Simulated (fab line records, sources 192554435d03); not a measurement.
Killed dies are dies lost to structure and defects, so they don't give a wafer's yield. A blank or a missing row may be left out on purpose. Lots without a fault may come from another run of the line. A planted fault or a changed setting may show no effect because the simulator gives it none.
fab line records | flow n5_finfet
record lots=5 wafers=15 last_day=18
route steps=1938 shown BEOL_M12@1627
lots that met no fault: from a run of the same line without faults
start_h: hours from the record's first day to the start of the lot's first wafer shown | wait_h: hours since the lot's step before | " the same as in the row above | L1.1+2: a row that stands for several wafers | - no value, or no start given | * or withheld: withheld | < > ~ a bound
route shown NAME@n: a module of which the file shows steps, and the number in the route of the first | usual: mean/standard deviation of fault-free wafers | same: alike in all rows | chamber/n: place in a boat | sites: the reading at each site | _std_site: their standard deviation | _edge_site: outer sites' mean less inner sites' | radius_mm: how far each site lies from the wafer's centre | mask NAME#n: copy n | behind: the tool/chamber that last shaped the wafer | hold: why the lot was held/for how many hours/how that ended | device: the transistor (n, p or np) that didn't switch | end of line: the same wafers' tests at the end of the route | a step without rows: its recipe alone | killed: dies lost to structure and defects at the first sort, not the wafer's yield | map: a wafer's dies, x killed, . not, _ none there
set.NAME: the setting as run; set.NAME@STEP: as run at that earlier step | model.NAME: the simulator's own value behind a step, which no gauge read
lots at some steps of the route; a table a step, a row a wafer
services: from which hour (start_h, from the record's first day; less than 0 if before it) a tool's chamber was out of use, for how many hours, and why
## steps
# step N5_BEOL_M12_SOFTBAKE_23
# recipe temp_c=130 time_s=60
# step N5_BEOL_M12_EXPOSE_25
# recipe mask_id=M12 na=0.93 source_shape=conventional sigma_outer=0.4 polarization=unpolarized dose_mj=21.8
# step N5_BEOL_M12_PEB_26
# recipe peb_temp_c=130 peb_time_s=90
# step N5_BEOL_M12_DEVELOP_27
# recipe develop_time_s=45 rinse_liquid=diw dry=air_spin dev_temp_c=21
# step N5_BEOL_M12_HARDBAKE_32
# recipe temp_c=130 time_s=120
# step N5_BEOL_M12_CD_MEAS_28
# recipe target_cd_nm=160.2 landing_energy_ev=500 detector=se_inlens polarity=opening
# usual cd_nm=160.5/1.3
# columns lot.wafer tool chamber start_h wait_h cd_nm
L622.2 cd_sem-02 0 255.56 - 161.4
L622.5 " 0 " " 160.4
L622.6 " 0 " " 162.8
L631.1 cd_sem-03 0 297.41 - 160.7
L631.4 " 0 " " 163.2
L631.6 " 0 " " 160.1
L638.1 cd_sem-01 0 341.82 - 160.3
L638.2 " 0 " " 162.5
L638.5 " 0 " " 160.9
L642.1 cd_sem-03 0 383.08 - 161.1
L642.3 " 0 " " 161.1
L642.5 " 0 " " 159.7
L644.4 cd_sem-02 0 387.13 - 160.2
L644.5 " 0 " " 161.7
L644.6 " 0 " " 159.3
# step N5_BEOL_M12_OVL_MEAS_29
# recipe points_per_wafer=44
# usual M12_OVL=-1/6.8
# same points_per_wafer=44
# columns lot.wafer tool chamber start_h wait_h M12_OVL[nm]
L622.2 overlay-01 0 255.59 0.0 0
L622.5 " 0 " " 3
L622.6 " 0 " " -2
L631.1 overlay-02 0 297.45 0.0 -7
L631.4 " 0 " " 2
L631.6 " 0 " " -5
L638.1 overlay-01 0 341.85 0.0 11
L638.2 " 0 " " 2
L638.5 " 0 " " 4
L642.1 overlay-02 0 383.11 0.0 -7
L642.3 " 0 " " -8
L642.5 " 0 " " -11
L644.4 overlay-01 0 387.15 0.0 -5
L644.5 " 0 " " -6
L644.6 " 0 " " -11
# step N5_BEOL_M12_INSPECT_30
# recipe mode=adi inspect_instrument=macro
# usual raw_defect_count=2.0/1.4
# columns lot.wafer tool chamber start_h wait_h raw_defect_count
L622.2 defect_inspect-01 - 255.61 0.0 2
L622.5 " - " " 3
L622.6 " - " " 2
L631.1 defect_inspect-02 - 297.47 0.0 0
L631.4 " - " " 2
L631.6 " - " " 1
L638.1 defect_inspect-01 - 341.87 0.0 1
L638.2 " - " " 3
L638.5 " - " " 2
L642.1 defect_inspect-02 - 383.14 0.0 0
L642.3 " - " " 4
L642.5 " - " " 1
L644.4 defect_inspect-01 - 387.18 0.0 1
L644.5 " - " " 2
L644.6 " - " " 2
# step N5_BEOL_M12_DESCUM_33
# recipe chemistry=O2 time_s=7.9 source_power_w=50 bias_power_w=20 pressure_mtorr=20 rf_frequency_hz=2.712e+07 temp_c=40 o2_flow_sccm=225
# step N5_BEOL_M12_ETCH_67
# recipe chemistry=CF4 target=SiARC target_depth_a=1430 time_s=238.3 ion_energy_ev=80 pressure_mtorr=40 source_w=545 bias_w=36 Ar_flow_sccm=100 cf4_flow_sccm=100 ends=cleared
# usual drypump_motor_current_A=5.8/0.54 etch_rf_on_time_s=235/6 oes_product_au=0.70/0.074 rf_vpp_V=184.7/1.1 showerhead_plenum_p_Torr=2.18/0.067 throttle_valve_pct=15.51/0.21
# columns lot.wafer tool chamber start_h wait_h drypump_motor_current_A etch_rf_on_time_s oes_product_au rf_hours_counter_h rf_vpp_V showerhead_plenum_p_Torr throttle_valve_pct
L622.2 rie_diel-01 0 255.99 0.0 6.3 243 0.63 147 185.4 2.22 15.52
L622.5 " 0 " " 6.4 243 0.63 - 185.0 2.22 15.50
L622.6 " 3 " " 6.5 228 0.78 - 184.1 2.18 15.34
L631.1 rie_diel-06 1 297.54 0.0 6.6 237 0.59 244 184.8 2.19 15.72
L631.4 " 3 " " 5.4 246 0.75 - 184.7 2.26 15.45
L631.6 " 1 " " 6.6 237 0.60 - 184.4 2.19 15.71
L638.1 rie_diel-01 1 341.94 0.0 5.7 230 0.76 44 185.6 2.28 15.27
L638.2 " 0 " " 6.3 243 0.61 179 184.7 2.21 15.57
L638.5 " 0 " " 6.3 243 0.60 - 184.9 2.21 15.59
L642.1 rie_diel-03 2 383.21 0.0 5.0 230 0.65 152 182.6 2.15 15.96
L642.3 " 3 " " 6.0 231 0.64 177 183.3 2.04 15.75
L642.5 " 3 " " 6.0 230 0.65 - 183.3 2.04 15.76
L644.4 rie_diel-03 1 387.25 0.0 5.5 230 0.85 3 186.3 2.19 15.29
L644.5 " 0 " " 5.2 241 0.68 - 184.4 2.14 15.43
L644.6 " 3 " " 6.0 231 0.64 - 182.1 2.04 15.74
# step N5_BEOL_M12_ETCH_68
# recipe chemistry=N2/H2 target=SOC mask_material=SiARC source_w=3000 bias_w=350 temp_c=40 time_s=285 ion_energy_ev=200 pressure_mtorr=30 n2_flow_sccm=200 h2_flow_sccm=200
# usual drypump_motor_current_A=5.8/0.53 n2_flow_sccm=200.0/0.6 oes_product_au=0.81/0.087 rf_vpp_V=525.3/2.6 showerhead_plenum_p_Torr=2.59/0.08 throttle_valve_pct=17.64/0.27
# columns lot.wafer tool chamber start_h wait_h drypump_motor_current_A n2_flow_sccm oes_product_au rf_hours_counter_h rf_vpp_V showerhead_plenum_p_Torr throttle_valve_pct
L622.2 rie_diel-01 0 256.13 0.1 6.3 200.1 0.74 147 526.9 2.65 17.59
L622.5 " 0 " " 6.3 199.7 0.74 - 526.1 2.65 17.60
L622.6 " 3 " " 6.5 199.5 0.91 - 526.8 2.60 17.48
L631.1 rie_diel-06 1 297.68 0.1 6.6 198.8 0.70 244 526.0 2.60 17.78
L631.4 " 3 " " 5.4 200.7 0.89 - 528.4 2.69 17.57
L631.6 " 1 " " 6.6 199.9 0.70 - 525.7 2.60 17.77
L638.1 rie_diel-01 1 342.09 0.1 5.7 200.2 0.89 44 528.3 2.68 17.12
L638.2 " 0 " " 6.4 200.9 0.71 179 527.3 2.63 17.65
L638.5 " 0 " " 6.3 200.0 0.72 - 527.3 2.63 17.65
L642.1 rie_diel-03 2 383.35 0.1 5.0 200.5 0.74 152 523.8 2.56 18.27
L642.3 " 3 " " 6.0 199.3 0.74 177 519.7 2.41 17.73
L642.5 " 3 " " 6.0 200.2 0.74 - 521.2 2.41 17.72
L644.4 rie_diel-03 1 387.39 0.1 5.4 200.9 0.95 3 526.4 2.60 17.46
L644.5 " 0 " " 5.2 200.1 0.80 - 524.2 2.56 17.60
L644.6 " 3 " " 5.9 200.3 0.74 - 520.9 2.41 17.73
# step N5_BEOL_M12_STRIP_69
# recipe chemistry=N2/H2 temp_c=40 n2_flow_sccm=200 h2_flow_sccm=200 rf_frequency_hz=6e+07
# step N5_BEOL_M12_TRENCH_ETCH_34
# recipe chemistry=C4F8/O2/Ar target=SiOC target_depth_a=3189.5 mask_material=SOC pressure_mtorr=30 source_w=3000 bias_w=700 Ar_flow_sccm=400 C4F8_flow_sccm=15 O2_flow_sccm=8 he_inner_torr=15 he_outer_torr=30 time_s=125.5 ion_energy_ev=250
# usual O2_flow_sccm=7.999/0.022 drypump_motor_current_A=5.8/0.54 oes_product_au=0.81/0.087 rf_vpp_V=667.3/2.8 showerhead_plenum_p_Torr=3.49/0.1 throttle_valve_pct=24.10/0.24
# columns lot.wafer tool chamber start_h wait_h O2_flow_sccm drypump_motor_current_A oes_product_au rf_hours_counter_h rf_vpp_V showerhead_plenum_p_Torr throttle_valve_pct model.etch.depth_nm
L622.2 rie_diel-01 0 256.32 0.0 7.976 6.3 0.73 148 668.9 3.55 24.08 311.4
L622.5 " 0 " " 7.994 6.3 0.74 - 667.8 3.55 24.06 314
L622.6 " 3 " " 8.030 6.6 0.89 - 666.8 3.47 23.87 320.8
L631.1 rie_diel-06 1 297.87 0.0 8.007 6.6 0.69 245 667.9 3.50 24.20 316.3
L631.4 " 3 " " 8.007 5.4 0.88 - 671.0 3.60 24.08 317.4
L631.6 " 1 " " 8.019 6.6 0.69 - 668.1 3.50 24.20 316
L638.1 rie_diel-01 1 342.27 0.0 7.999 5.8 0.90 44 670.7 3.64 23.95 309.8
L638.2 " 0 " " 8.025 6.3 0.72 179 668.1 3.54 24.10 302.3
L638.5 " 0 " " 8.018 6.3 0.71 - 669.3 3.54 24.09 314.7
L642.1 rie_diel-03 2 383.53 0.0 7.987 5.0 0.75 152 665.0 3.45 24.71 320.5
L642.3 " 3 " " 7.992 6.0 0.74 177 661.9 3.29 24.41 321
L642.5 " 3 " " 8.003 5.9 0.75 - 660.9 3.29 24.41 321.3
L644.4 rie_diel-03 1 387.57 0.0 8.014 5.5 0.96 3 668.5 3.46 23.78 314
L644.5 " 0 " " 8.022 5.2 0.80 - 665.8 3.41 23.90 320.6
L644.6 " 3 " " 7.995 5.9 0.75 - 661.1 3.29 24.43 322.2
# step N5_BEOL_M12_STRIP_70
# recipe chemistry=C4F8/O2/Ar resist=SiARC rf_frequency_hz=6e+07
# step N5_BEOL_M12_OCD_MEAS_35
# usual trench_depth_nm=319/4.4
# columns lot.wafer tool chamber start_h wait_h trench_depth_nm
L622.2 ocd-01 - 256.47 0.0 311
L622.5 " - " " 314
L622.6 " - " " 321
L631.1 ocd-02 - 298.02 0.0 317
L631.4 " - " " 318
L631.6 " - " " 316
L638.1 ocd-02 - 342.42 0.0 310
L638.2 " - " " 302
L638.5 " - " " 314
L642.1 ocd-01 - 383.69 0.0 321
L642.3 " - " " 321
L642.5 " - " " 321
L644.4 ocd-01 - 387.73 0.0 314
L644.5 " - " " 320
L644.6 " - " " 322
# step N5_BEOL_M12_STRIP_37
# recipe chemistry=N2/H2 power_w=1000 temp_c=250 h2_frac=0.65 overash_fraction=0.3 pressure_mtorr=withheld n2_flow_sccm=1750 h2_flow_sccm=3250
# usual drypump_motor_current_A=5.8/0.3 heater_power_w=357/34 n2_flow_sccm=1750/5.3 oes_product_au=0.789/0.0099
# columns lot.wafer tool chamber start_h wait_h drypump_motor_current_A heater_power_w n2_flow_sccm oes_product_au rf_hours_counter_h
L622.2 plasma_asher-01 1 256.51 0.0 5.4 332 1742 0.772 69
L622.5 " 1 " " 5.4 330 1742 0.786 -
L622.6 " 0 " " 6.0 404 1757 0.796 -
L631.1 plasma_asher-01 0 298.06 0.0 6.0 408 1737 0.787 78
L631.4 " 1 " " 5.5 333 1750 0.778 -
L631.6 " 1 " " 5.4 331 1751 0.788 -
L638.1 plasma_asher-01 1 342.46 0.0 5.4 336 1746 0.784 87
L638.2 " 0 " " 6.0 391 1748 0.798 87
L638.5 " 1 " " 5.5 346 1757 0.789 -
L642.1 plasma_asher-01 0 383.73 0.0 6.0 403 1764 0.782 95
L642.3 " 0 " " 6.1 391 1761 0.795 -
L642.5 " 0 " " 6.0 397 1750 0.797 -
L644.4 plasma_asher-02 1 387.79 0.1 5.7 302 1744 0.796 -
L644.5 " 1 " " 5.7 310 1744 0.806 -
L644.6 " 0 " " 6.3 357 1749 0.791 -
# step N5_BEOL_M12_ETCH_38
# recipe chemistry=CF4/N2 target=SiCN target_depth_a=687 taper_deg=2 time_s=73.4 ion_energy_ev=150 mask_material=SiO2 pressure_mtorr=40 source_w=430 bias_w=70 Ar_flow_sccm=100 cf4_flow_sccm=60 n2_flow_sccm=60
# step N5_BEOL_M12_PRECLEAN_39
# recipe chemistry=residue_remover time_s=60 temp_c=40
# step N5_BEOL_M12_SRD_40
# recipe time_s=30 temp_c=23 rinse_liquid=diw dry=n2_spin spin_rpm=1500 dry_time_s=30
# step N5_BEOL_M12_DEGAS_41
# recipe ambient=vacuum temp_c=250 time_s=60
# step N5_BEOL_M12_PRE_CLEAN_42
# recipe gas=H2/He time_s=30 temp_c=250
# step N5_BEOL_M12_SPUTTER_43
# recipe material=TaN target_thk_a=150 temp_c=50 bias_v=168.6 power_w=15000 chamber_pressure_pa=0.12 time_s=24.19
# step N5_BEOL_M12_SPUTTER_44
# recipe material=Ta target_thk_a=100 temp_c=50 bias_v=80 power_w=15000 chamber_pressure_pa=0.07 time_s=16.13
# usual bias_v=80.1/0.74 chamber_pressure_pa=0.07002/0.00014 susceptor_temp_C=49.99/0.11 throttle_valve_pct=30.2/1.2
# columns lot.wafer tool chamber start_h wait_h bias_v chamber_pressure_pa susceptor_temp_C throttle_valve_pct
L622.2 pvd_sputter-01 - 258.70 0.0 78.9 0.07013 49.92 28.6
L622.5 " - " " 79.8 0.07015 50.03 28.6
L622.6 " - " " 81.7 0.06992 49.98 30.1
L631.1 pvd_sputter-02 - 303.10 0.0 80.3 0.06995 49.98 30.1
L631.4 " - " " 81.0 0.0701 49.71 29.1
L631.6 " - " " 81.0 0.07008 49.72 28.9
L638.1 pvd_sputter-03 - 345.22 0.0 80.2 0.07004 49.88 28.7
L638.2 " - " " 80.3 0.07006 49.80 31.6
L638.5 " - " " 80.1 0.06986 49.95 28.5
L642.1 pvd_sputter-01 - 384.35 0.0 80.3 0.06995 49.95 28.9
L642.3 " - " " 80.4 0.07018 49.98 31.5
L642.5 " - " " 79.1 0.0699 49.98 31.4
L644.4 pvd_sputter-02 - 390.50 0.0 79.4 0.06979 49.96 30.7
L644.5 " - " " 79.4 0.07002 49.98 30.8
L644.6 " - " " 79.4 0.07033 50.00 30.2
# step N5_BEOL_M12_SPUTTER_45
# recipe material=Cu target_thk_a=800 temp_c=-20 bias_v=60 power_w=26000 chamber_pressure_pa=0.13 time_s=13.33
# step N5_BEOL_M12_ECD_47
# recipe material=Cu target_thk_a=7200
# step N5_BEOL_M12_ANNEAL_48
# recipe temp_c=225 time_s=90 ambient=N2
# usual anneal_temp_c=225.00/0.17 wafer_temp_C_max=225.63/0.19
# columns lot.wafer tool chamber start_h wait_h anneal_temp_c wafer_temp_C_max
L622.2 rtp_anneal-02 0 259.09 0.1 224.88 225.38
L622.5 " 0 " " 224.71 225.79
L622.6 " 0 " " 224.86 225.86
L631.1 rtp_anneal-02 0 303.44 0.1 224.92 225.86
L631.4 " 0 " " 225.25 225.91
L631.6 " 0 " " 224.88 225.77
L638.1 rtp_anneal-01 0 345.56 0.1 224.74 225.75
L638.2 " 0 " " 224.96 226.03
L638.5 " 0 " " 224.93 225.79
L642.1 rtp_anneal-01 0 384.69 0.1 225.14 225.79
L642.3 " 0 " " 224.87 225.75
L642.5 " 0 " " 225.22 225.68
L644.4 rtp_anneal-01 0 390.98 0.2 225.20 225.53
L644.5 " 0 " " 225.03 225.26
L644.6 " 0 " " 225.09 225.22
# step N5_BEOL_M12_CMP_49
# recipe stop_on=SiOC t_overpolish_s=20.6 down_force_psi=1 platen_rpm=50 clearing_platen_down_force_psi=1.5 clearing_platen_rpm=50 post_cmp_clean=cu_alkaline target_thk_nm=320 clearing_platen_pad_velocity_m_s=0.99484 pad_velocity_m_s=0.99484
# usual barrier_field_endpoint_s=30.3/0.72 motor_current_A=6.0/0.61 overpolish_run_s=20.600/0.0091
# columns lot.wafer tool chamber start_h wait_h barrier_field_endpoint_s motor_current_A overpolish_run_s model.Cu_of_BEOL_M12_ECD_47.thk_nm
L622.2 cmp-02 3 259.42 0.3 30.9 6.2 20.600 314.2
L622.5 " 1 " " 29.8 5.8 20.606 317
L622.6 " 2 " " 30.1 7.4 20.597 322.8
L631.4 cmp-04 0 303.78 0.2 30.8 6.8 20.603 316.2
L631.1 " 1 " " 30.3 5.6 20.594 317.8
L631.6 " 3 " " 30.0 5.9 20.595 315.2
L638.1 cmp-04 3 345.89 0.3 29.7 6.1 20.593 310.4
L638.2 " 0 " " 30.0 6.4 20.609 302.8
L638.5 " 2 " " 31.0 5.3 20.600 315.4
L642.3 cmp-03 3 384.99 0.2 30.5 5.8 20.584 319.4
L642.1 " 2 " " 30.8 4.9 20.606 322
L642.5 " 3 " " 29.8 5.9 20.594 319.8
L644.4 cmp-02 3 391.25 0.2 30.9 6.5 20.599 316
L644.5 " 0 " " 29.2 6.3 20.610 318.8
L644.6 " 1 " " 30.2 5.6 20.605 323.8
# step N5_BEOL_M12_THK_MEAS_50
# recipe thk_meas_gauge=xrf reads=Cu_of_BEOL_M12_ECD_47
# usual M12_THK=311/5.2
# columns lot.wafer tool chamber start_h wait_h M12_THK[nm]
L622.2 film_metro-02 - 259.63 - 307
L622.5 " - " " 309
L622.6 " - " " 314
L631.1 film_metro-02 - 304.03 - 307
L631.4 " - " " 305
L631.6 " - " " 304
L638.1 film_metro-02 - 346.15 - 305
L638.2 " - " " 299
L638.5 " - " " 310
L642.1 film_metro-01 - 385.29 - 311
L642.3 " - " " 308
L642.5 " - " " 309
L644.4 film_metro-01 - 391.44 - 305
L644.5 " - " " 309
L644.6 " - " " 312
# step N5_BEOL_M12_PRE_CLEAN_52
# recipe gas=NH3 time_s=15 temp_c=withheld rf_power_w=300
# step N5_BEOL_M12_DEP_53
# recipe material=SiCN target_thk_a=300 temp_c=withheld precursor=3MS/NH3 pressure_torr=3 rf_w=675 time_s=10.5
# step N5_BEOL_M12_RS_MEAS_54
# recipe thk_meas_gauge=four-point-probe reads=Cu_of_BEOL_M12_ECD_47+Ta_of_BEOL_M12_SPUTTER_44+TaN_of_BEOL_M12_SPUTTER_43
# usual M12_RS=0.0599/0.00094
# columns lot.wafer tool chamber start_h wait_h M12_RS[ohm/sq]
L622.2 film_metro-02 - 259.76 0.0 0.0611
L622.5 " - " " 0.0606
L622.6 " - " " 0.0596
L631.1 film_metro-02 - 304.16 0.0 0.0603
L631.4 " - " " 0.0608
L631.6 " - " " 0.0610
L638.1 film_metro-02 - 346.28 0.0 0.0618
L638.2 " - " " 0.0636
L638.5 " - " " 0.0610
L642.1 film_metro-01 - 385.41 0.0 0.0593
L642.3 " - " " 0.0601
L642.5 " - " " 0.0600
L644.4 film_metro-02 - 391.56 0.0 0.0608
L644.5 " - " " 0.0603
L644.6 " - " " 0.0592
# step N5_BEOL_M12_INSPECT_55
# recipe inspect_instrument=darkfield mode=post_dep
# usual raw_defect_count=73/26
# columns lot.wafer tool chamber start_h wait_h raw_defect_count
L622.2 defect_inspect-02 - 259.79 0.0 90
L622.5 " - " " 136
L622.6 " - " " 76
L631.1 defect_inspect-02 - 304.18 0.0 40
L631.4 " - " " 73
L631.6 " - " " 84
L638.1 defect_inspect-01 - 346.30 0.0 42
L638.2 " - " " 28
L638.5 " - " " 46
L642.1 defect_inspect-02 - 385.44 0.0 103
L642.3 " - " " 106
L642.5 " - " " 63
L644.4 defect_inspect-01 - 391.59 0.0 98
L644.5 " - " " 65
L644.6 " - " " 76
## services
# columns tool chamber start_h hours kind
rie_diel-06 - 233.19 15.6 pm
cmp-04 - 236.65 5.7 pm
rie_diel-06 3 251.02 9.4 repair
plasma_asher-01 - 253.06 1.2 repair
rie_diel-03 3 259.60 4.2 repair
rie_diel-06 0 263.94 4.2 repair
cmp-03 - 274.80 4.0 pm
cmp-04 - 275.29 2.0 repair
rie_diel-06 - 277.23 4.3 pm
rie_diel-01 0 287.50 1.8 repair
cmp-03 - 298.26 0.7 repair
rie_diel-03 0 303.24 7.5 repair
rie_diel-06 2 309.91 2.8 repair
rie_diel-03 1 321.25 4.6 repair
pvd_sputter-03 - 332.92 11.1 repair
cmp-03 - 343.51 2.6 repair
pvd_sputter-02 - 346.78 6.9 repair
cmp-04 - 353.32 2.8 repair
rtp_anneal-02 - 361.02 5.6 pm
plasma_asher-02 - 362.13 2.8 pm
rie_diel-03 1 363.70 - clean
rie_diel-03 1 363.70 - consumable_replace:focus_ring
rie_diel-01 - 373.96 1.1 repair
rie_diel-01 1 378.85 1.3 repair
## key
first_sign step=N5_BEOL_M12_OCD_MEAS_35 reading=trench_depth_nm direction=down sigmas=3.1 usual=319 struck=306
effect step=N5_BEOL_M12_RS_MEAS_54 reading=M12_RS direction=up sigmas=3 usual=0.0599 struck=0.0627
model_effect step=N5_BEOL_M12_TRENCH_ETCH_34 value=etch.depth_nm without=319.5 struck=306.1
model_effect step=N5_BEOL_M12_CMP_49 value=Cu_of_BEOL_M12_ECD_47.thk_nm without=320.1 struck=306.6
met_at N5_BEOL_M12_TRENCH_ETCH_34
struck_wafers L638.1,L638.2
onset_between 256.32 342.27
fault kind=process_parameter_drift tool=rie_diel-01 chamber=- onset_h=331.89 steps=N5_BEOL_M12_TRENCH_ETCH_34 channel=time_s offset=* shape=step end_h=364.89 scope=struck_wafers_only acts_in=* stated=*
